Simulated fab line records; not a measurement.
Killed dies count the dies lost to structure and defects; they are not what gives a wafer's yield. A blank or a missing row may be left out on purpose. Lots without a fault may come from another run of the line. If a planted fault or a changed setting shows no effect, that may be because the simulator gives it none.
Chamber matching || flow nandHarc || 4 sister chambers for NHARC_A_SGD_CUT_DESCUM_14 on rieDiel-13
The step chemistry O2, time 3 s. 4 wafers are shown with their chamber, then 10 later ones without.

WAFERS WITH THEIR CHAMBER
{"wafer": "L083.6", "chamber": 2, "showerheadPlenumPTorr (Torr)": 1.92}
{"wafer": "L091.2", "chamber": 3, "showerheadPlenumPTorr (Torr)": 2.04}
{"wafer": "L094.1", "chamber": 0, "showerheadPlenumPTorr (Torr)": 1.86}
{"wafer": "L094.3", "chamber": 1, "showerheadPlenumPTorr (Torr)": 2.00}

WAFERS WITH NO CHAMBER GIVEN
{"wafer": "L094.4", "showerheadPlenumPTorr (Torr)": 1.91}
{"wafer": "L093.4", "showerheadPlenumPTorr (Torr)": 1.91}
{"wafer": "L093.5", "showerheadPlenumPTorr (Torr)": 1.91}
{"wafer": "L093.6", "showerheadPlenumPTorr (Torr)": 2.04}
{"wafer": "L095.1", "showerheadPlenumPTorr (Torr)": 2.04}
{"wafer": "L095.2", "showerheadPlenumPTorr (Torr)": 1.86}
{"wafer": "L095.6", "showerheadPlenumPTorr (Torr)": 2.00}
{"wafer": "L097.1", "showerheadPlenumPTorr (Torr)": 1.86}
{"wafer": "L097.2", "showerheadPlenumPTorr (Torr)": 1.91}
{"wafer": "L097.5", "showerheadPlenumPTorr (Torr)": 1.99}

WHICH CHAMBER EACH ONE RAN IN
{"wafer": "L094.4", "from the rows above": 2, "in truth": 2}
{"wafer": "L093.4", "from the rows above": 2, "in truth": 2}
{"wafer": "L093.5", "from the rows above": 2, "in truth": 2}
{"wafer": "L093.6", "from the rows above": 3, "in truth": 3}
{"wafer": "L095.1", "from the rows above": 3, "in truth": 3}
{"wafer": "L095.2", "from the rows above": 0, "in truth": 0}
{"wafer": "L095.6", "from the rows above": 1, "in truth": 1}
{"wafer": "L097.1", "from the rows above": 0, "in truth": 0}
{"wafer": "L097.2", "from the rows above": 2, "in truth": 2}
{"wafer": "L097.5", "from the rows above": 1, "in truth": 1}
Placed correctly: 10 of 10. From these rows, 0 cannot be placed. Wrongly placed: 0.
How it was worked out, from the rows above alone: a wafer's distance from a chamber is the root of the sum, over the readings, of the square of ((its reading less the chamber's mean) divided by the reading's scatter). The wafer belongs to the nearest chamber; if the next one is less than 2 further off, it can't be placed. The mean given for a chamber averages the wafers shown for that chamber. The scatter (one wafer shown for each chamber): square how far every hidden wafer sits from the nearest shown wafer, average those squares and take the square root.
